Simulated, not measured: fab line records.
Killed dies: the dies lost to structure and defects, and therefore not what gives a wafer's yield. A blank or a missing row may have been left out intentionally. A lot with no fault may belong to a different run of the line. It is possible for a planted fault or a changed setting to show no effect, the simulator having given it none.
A struck lot beside a sound one ; flow nandHarc ; 24 out of 1302 route steps
Sound: the wafers L543.1, L543.3, L543.4. The struck wafers were L553.1, L553.3, L553.6. At the end, the cause is stated.
For every step that has rows: the tool of each side, followed by ch and its chambers, followed by its first start. Under that, the readings that differ: sound wafers ; struck wafers ; difference of the means ; sigmas: that difference in standard deviations of wafers without a fault.
alike: readings whose means differ by less than 2 such deviations, and words and numbers that are the same on both sides. not compared: withheld readings, readings that some wafer has no value for, bounds like >300 that may hide the same value, and numbers for which the record gives no deviation and whose values overlap.
Wherever a step has rows on one side only, a row that says differs or no value, or a row with sigmas, the two part there. Numbers that don't overlap but have no deviation are shown without sigmas and don't part them. A reading that every wafer of one side lacks parts them only if that side has two wafers or more.

first, 1 step without rows for these wafers: NHARC_A_M0_SRD_25.
NHARC_A_M0_INSPECT_27:
  sound: defectInspect-01 at day 25 15:32; struck: defectInspect-02 at day 29 02:50
  alike: rawDefectCount
NHARC_A_M0_PRE_CLEAN_31: time 12 s.
  sound on pecvd-01 ch 0,1, day 25 15:37; struck on pecvd-02 ch 0,1, day 29 03:14
  alike: heaterPowerOuterW, heaterPowerW
NHARC_A_M0_DEP_32: deposits SiCN, target thk 30 nm.
  sound on pecvd-01 ch 0,1, day 25 15:44; struck on pecvd-02 ch 0,1, day 29 03:21
  alike: heaterPowerOuterW, heaterPowerW
then, 7 steps without rows for these wafers: NHARC_A_M1_DEP_00 (deposits SiOC, target thk 182.5 nm); NHARC_A_M1_DEHYDRATE_01 (time 120 s); NHARC_A_M1_HMDS_02 (time 30 s); NHARC_A_M1_COAT_34 (time 65 s); NHARC_A_M1_COAT_03 (resist thk 90 nm); NHARC_A_M1_SOFTBAKE_04 (time 55 s); NHARC_A_M1_EBR_05.
NHARC_A_M1_EXPOSE_06: exposes mask A M1, target cd 120 nm.
  sound on arfiScanner-03 ch 0, day 25 16:40; struck on arfiScanner-01 ch 0, day 29 04:16
reading;sound;struck;difference;sigmas
exposureDoseMJCm2;75.08 75.14 75.18;58.29 58.40 58.44;-16.76;-99 or more
  alike: mask
then, 2 steps without rows for these wafers: NHARC_A_M1_PEB_07 (peb time 65 s); NHARC_A_M1_DEVELOP_08 (develop time 35 s).
NHARC_A_M1_CD_MEAS_09 targets a cd of 120 nm.
  sound on cdSem-01 ch 0, day 25 16:48; struck on cdSem-03 ch 0
reading;sound;struck;difference;sigmas
cdNm (nm);119.2 119.3 119.3;104.8 105.0 105.1;-14.3;-24
  not compared: hold
NHARC_A_M1_OVL_MEAS_10: pitch 240 nm.
  sound: overlay-02 at day 25 16:53; struck: overlay-01 at day 29 09:13
reading;sound;struck;difference;sigmas
hold;- - -;awaitDispo/4.5h/release awaitDispo/4.5h/release awaitDispo/4.5h/release;no value on the sound wafers;
overlayXNm (nm);0.9 1.0 0.9;-0.8 -1.1 -1.2;-2.0;-3
  alike: overlayYNm
NHARC_A_M1_INSPECT_11:
  sound: defectInspect-02 at day 25 16:55; struck: defectInspect-02 at day 29 09:14
  alike: rawDefectCount
NHARC_A_M1_DESCUM_14: chemistry O2, time 3 s.
  sound on rieDiel-04 ch 0,1,2, day 25 16:59; struck on rieDiel-04 ch 0,2,3, day 29 09:19
reading;sound;struck;difference;sigmas
model.A_M1.cdNm (nm);119.1 119.7 119.1;104.3 105.2 105.1;-14.4;
  alike: drypumpMotorCurrentA, oesProductAu, rfVppV, showerheadPlenumPTorr, throttleValvePct
  not compared: rfHoursCounterH
NHARC_A_M1_ETCH_35: etches the open film in N2/H2, target depth 40 nm, overetch 12 nm, time 43.94 s.
  sound on rieDiel-04 ch 0,1,2, day 25 17:04; struck on rieDiel-04 ch 2,3, day 29 09:23
  alike: drypumpMotorCurrentA, oesProductAu, rfVppV, showerheadPlenumPTorr, throttleValvePct
  not compared: rfHoursCounterH
NHARC_A_M1_ETCH_15: etches the open film in C4F8/Ar, target depth 182.5 nm, time 91.2 s.
  sound: rieDiel-04 ch 0,1,2; struck: rieDiel-04 ch 1,2
  alike: oesProductAu, rfVppV
  not compared: rfHoursCounterH
NHARC_A_M1_CD_MEAS_16:
  sound: cdSem-03 at day 25 17:17; struck: cdSem-01 at day 29 09:47
reading;sound;struck;difference;sigmas
cdNm (nm);118.8 119.8 119.4;104.1 105.2 105.3;-14.5;-18
  not compared: hold
NHARC_A_M1_STRIP_18: strips in N2/H2.
  sound on rieDiel-04 ch 0,1,2, day 25 17:22; struck on rieDiel-12 ch 2,3, day 29 12:08
reading;sound;struck;difference;sigmas
hold;- - -;awaitDispo/2.3h/release awaitDispo/2.3h/release awaitDispo/2.3h/release;no value on the sound wafers;
rfVppV (V);89.9 90.3 89.8;91.5 91.4 92.1;+1.7;+2
  alike: drypumpMotorCurrentA, oesProductAu, showerheadPlenumPTorr, throttleValvePct
  not compared: rfHoursCounterH
NHARC_A_M1_ETCH_28: etches the open film in CF4/N2, target depth 30 nm, time 72.99 s.
  sound: rieDiel-04 ch 0,1,3; struck: rieDiel-12 ch 0,2
reading;sound;struck;difference;sigmas
model.A_M1.cdNm (nm);118.9 120.6 119.8;105.2 105.5 105.1;-14.5;
  alike: drypumpMotorCurrentA, oesProductAu, rfVppV, showerheadPlenumPTorr, throttleValvePct
  not compared: rfHoursCounterH
then, 1 step without rows for these wafers: NHARC_A_M1_STRIP_19 (strips in post etch residue remover, time 600 s).

## WHERE THEY PART
First at NHARC_A_M1_EXPOSE_06; last, within this record, at NHARC_A_M1_STRIP_18. Later steps at which nothing parts them and some readings are alike: NHARC_A_M1_ETCH_28.

WHY: what the simulator had put in
Drift in process parameters on arfiScanner-01 at NHARC_A_M1_EXPOSE_06, starting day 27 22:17. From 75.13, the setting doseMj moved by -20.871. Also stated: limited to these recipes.
